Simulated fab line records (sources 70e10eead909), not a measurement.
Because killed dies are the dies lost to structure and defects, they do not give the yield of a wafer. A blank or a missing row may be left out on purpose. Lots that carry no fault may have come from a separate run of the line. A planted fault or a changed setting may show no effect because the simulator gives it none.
Matching of chambers    flow nand-harc    NHARC_A_CHANNEL_FILL_D1_STRIP_28 on rie-diel-03: 4 sister chambers
The step strips in O2, time 20 s. 16 wafers are shown with their chamber, then 8 later ones without.

## EACH WAFER AND ITS CHAMBER
wafer   chamber  showerhead-plenum-p-Torr (Torr)  drypump-motor-current-A (A)  oes-product-au (a.u.)
L356.2  3        3.53                             5.7                          1.003
L356.4  0        3.54                             5.3                          1.010
L356.5  3        3.53                             5.7                          0.998
L357.2  2        3.65                             6.4                          1.003
L357.3  3        3.52                             5.7                          1.002
L357.6  3        3.52                             5.6                          1.001
L358.1  1        3.68                             5.9                          0.999
L358.2  3        3.52                             5.8                          0.999
L358.3  2        3.65                             6.3                          1.005
L361.1  1        3.68                             5.9                          1.000
L361.4  0        3.54                             5.3                          1.001
L361.6  0        3.54                             5.3                          1.015
L363.1  1        3.68                             5.9                          1.004
L363.2  3        3.52                             5.7                          1.003
L363.3  0        3.54                             5.3                          1.017
L370.2  1        3.67                             5.9                          0.998

SIGNATURES, as means of the wafers listed above
reading                   chamber 0  chamber 1  chamber 2  chamber 3  scatter within a chamber
showerhead-plenum-p-Torr  3.5400     3.6775     3.6500     3.5233     0.00417
drypump-motor-current-A   5.300      5.900      6.350      5.700      0.0456
oes-product-au            1.01075    1.00025    1.00400    1.00100    0.00406
Rule: a wafer's distance from a chamber is the root of the sum, over the readings, of the square of ((its reading less the chamber's mean) divided by the reading's scatter). If the next closest chamber is less than 2 further off than the closest, the wafer can't be placed; otherwise it belongs to the closest. How the scatter is found: for the shown wafers, subtract from each reading the mean of its chamber, square and add these, divide the total by (wafers less chambers), then take the root.

## WAFERS WITH NO CHAMBER GIVEN
wafer   showerhead-plenum-p-Torr (Torr)  drypump-motor-current-A (A)  oes-product-au (a.u.)
L370.3  3.52                             5.7                          1.014
L370.6  3.52                             5.7                          1.005
L375.2  3.67                             5.9                          0.992
L375.3  3.52                             5.7                          1.008
L375.6  3.65                             6.4                          1.002
L376.2  3.67                             5.9                          0.991
L376.3  3.52                             5.7                          1.012
L376.5  3.67                             5.9                          1.000

## CHAMBER TAKEN BY EACH
wafer   from the rows above  in truth
L370.3  3                    3
L370.6  3                    3
L375.2  1                    1
L375.3  3                    3
L375.6  2                    2
L376.2  1                    1
L376.3  3                    3
L376.5  1                    1
Placed correctly: 8 of 8. From these rows, 0 cannot be placed. 0 placed wrongly.
